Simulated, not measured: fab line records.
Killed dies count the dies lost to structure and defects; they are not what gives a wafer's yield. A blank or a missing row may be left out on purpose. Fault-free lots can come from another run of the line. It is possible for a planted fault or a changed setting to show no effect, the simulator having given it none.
Which tool is to blame? ; flow n5-finfet ; 6 lots with 18 wafers sampled at 4 steps, on a route of 1938 steps

WHAT THE GAUGES SHOWED, per wafer
N5_STI_FIN_REVEAL_FIN_H_MEAS_10.
lot;measured;on;trench-depth-nm (nm)
L597;day 2 18:54;ocd-02;51.7 52.0 52.3
L599;day 3 07:14;ocd-01;52.4 52.5 52.0
L602;day 4 01:50;ocd-01;51.4 51.4 52.4
L612;day 6 12:56;ocd-01;52.9 49.3 52.7
L616;day 7 13:10;ocd-01;53.0 53.2 53.3
L619;day 8 09:57;ocd-02;52.3 52.7 52.3

WHAT TOOL EACH LOT RAN ON (gives the tool, then ch and the chambers of the sampled wafers, and finally the start)
lot;N5_STI_FIN_REVEAL_ALD_00;N5_STI_FIN_REVEAL_ALD_14;N5_STI_FIN_REVEAL_RECESS_09
L597;ald-sin-04 ch 1,2,3, day 2 09:59;ald-sin-04 ch 1,2,3, day 2 10:02;vapor-etch-01 ch 0, day 2 16:12
L599;ald-sin-03 ch 0,2,3, day 2 21:53;ald-sin-03 ch 0,2,3, day 2 21:56;vapor-etch-01 ch 0,1, day 3 04:32
L602;ald-sin-01 ch 0,1,2, day 3 17:03;ald-sin-01 ch 0,1,2, day 3 17:06;vapor-etch-02 ch 0,1, day 3 22:56
L612;ald-sin-04 ch 0,1,2, day 6 04:19;ald-sin-04 ch 0,1,2, day 6 04:22;vapor-etch-01 ch 0,1, day 6 10:13
L616;ald-sin-03 ch 1,2, day 7 04:35;ald-sin-03 ch 1,2, day 7 04:38;vapor-etch-02 ch 0,1, day 7 10:28
L619;ald-sin-03 ch 0,3, day 8 01:19;ald-sin-03 ch 0,3, day 8 01:22;vapor-etch-02 ch 0,1, day 8 07:13
- N5_STI_FIN_REVEAL_ALD_00: deposits SiO2, target thk 1 nm, pulse time 1 s.
- N5_STI_FIN_REVEAL_ALD_14: deposits Si3N4, target thk 3 nm.
- N5_STI_FIN_REVEAL_RECESS_09: chemistry HF/NH3, target SiO2, afs cycles 11, target depth 42.5 nm, sublimation time 60 s.

THE ANSWER, worked out from the rows above alone
Rule: usual is defined by the lots themselves. Put in order of their means at a reading, lots are off if they are a third of the lots or fewer, leave a main group of 4 or more, and stand apart from it by a gap of 3 or more times the standard deviation of the main group's means; of several such gaps the widest counts. A main group is skipped when, at the precision printed for the reading in the tables above, its means are all equal. Also off: a lot with no number at a reading for which 4 or more lots have one. Any other lot the step has rows for is counted as sound.
No lot is off at any reading shown: from this, nothing can be told.

WHAT THE SIMULATOR PUT IN
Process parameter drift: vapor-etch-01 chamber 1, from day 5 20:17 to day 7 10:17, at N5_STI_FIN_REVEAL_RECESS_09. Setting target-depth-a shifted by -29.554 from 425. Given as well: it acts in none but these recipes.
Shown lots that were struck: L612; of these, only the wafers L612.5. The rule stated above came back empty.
